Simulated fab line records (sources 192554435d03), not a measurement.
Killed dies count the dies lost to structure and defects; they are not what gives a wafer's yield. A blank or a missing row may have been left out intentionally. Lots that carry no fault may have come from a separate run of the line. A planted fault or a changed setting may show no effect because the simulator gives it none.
The tool behind it: which one? / flow n5 finfet / 11 lots with 33 wafers sampled at 2 steps, on a route of 1938 steps

WHAT EACH GAUGE READ, for each wafer
N5_PASSIVATION_INSPECT_61: inspects for defects (macro).
lot=L825; measured=day 12 21:50; on=defect inspect-02; raw defect count=2 1 3
lot=L830; measured=day 14 06:46; on=defect inspect-01; raw defect count=2 0 3
lot=L829; measured=day 14 06:47; on=defect inspect-02; raw defect count=3 2 2
lot=L832; measured=day 14 11:27; on=defect inspect-01; raw defect count=3 4 2
lot=L834; measured=day 15 07:51; on=defect inspect-01; raw defect count=2 2 2
lot=L837; measured=day 15 07:57; on=defect inspect-01; raw defect count=1 3 2
lot=L836; measured=day 15 14:32; on=defect inspect-02; raw defect count=2 2 3
lot=L838; measured=day 15 14:42; on=defect inspect-01; raw defect count=54 71 47
lot=L839; measured=day 16 07:07; on=defect inspect-01; raw defect count=49 60 52
lot=L840; measured=day 17 00:34; on=defect inspect-02; raw defect count=57 66 59
lot=L842; measured=day 17 10:45; on=defect inspect-01; raw defect count=2 2 0

TOOL THAT RAN EACH LOT (tool first, then ch and the chambers of the sampled wafers, then the start)
lot=L825; N5_MIM_BOT_ETCH_STRIP_01=rie diel-05 ch 1,2,3, day 12 18:25
lot=L830; N5_MIM_BOT_ETCH_STRIP_01=rie diel-01 ch 1,2, day 14 05:29
lot=L829; N5_MIM_BOT_ETCH_STRIP_01=rie diel-06 ch 0,2,3, day 14 05:38
lot=L832; N5_MIM_BOT_ETCH_STRIP_01=rie diel-05 ch 0,1,2, day 14 10:26
lot=L834; N5_MIM_BOT_ETCH_STRIP_01=rie diel-06 ch 1,2,3, day 15 06:46
lot=L837; N5_MIM_BOT_ETCH_STRIP_01=rie diel-05 ch 0,2, day 15 06:55
lot=L836; N5_MIM_BOT_ETCH_STRIP_01=rie diel-05 ch 1,3, day 15 13:14
lot=L838; N5_MIM_BOT_ETCH_STRIP_01=rie diel-01 ch 0,2, day 15 13:24
lot=L839; N5_MIM_BOT_ETCH_STRIP_01=rie diel-06 ch 1,2, day 16 05:52
lot=L840; N5_MIM_BOT_ETCH_STRIP_01=rie diel-05 ch 0,2, day 16 20:47
lot=L842; N5_MIM_BOT_ETCH_STRIP_01=rie diel-06 ch 1,2, day 17 08:33
- N5_MIM_BOT_ETCH_STRIP_01: strips in O2.

THE ANSWER, worked out from the rows above alone
Rule: the lots themselves supply what counts as usual. The widest of any qualifying gaps counts: lots, ordered by their means at a reading, are off when they make up no more than a third of the lots, leave a main group of 4 or more, and stand apart from it by 3 or more times the standard deviation of that group's means. A main group whose means are all the same, to the digits that the tables above print for the reading, isn't used. Also off: a lot with no number at a reading for which 4 or more lots have one. The other lots that the step has rows for count as sound.
Off: L838, L839, L840 (N5_PASSIVATION_INSPECT_61, raw defect count). Mean 2.1 and standard deviation 0.46 in the main group.
If a tool, at a process step before that reading, ran all the lots that are off and no sound lot after the first of them, it fits. Those tools and the gauges at N5_PASSIVATION_INSPECT_61 are tried in the same way. None of those tried fits.

WHAT THE SIMULATOR HAD INSERTED
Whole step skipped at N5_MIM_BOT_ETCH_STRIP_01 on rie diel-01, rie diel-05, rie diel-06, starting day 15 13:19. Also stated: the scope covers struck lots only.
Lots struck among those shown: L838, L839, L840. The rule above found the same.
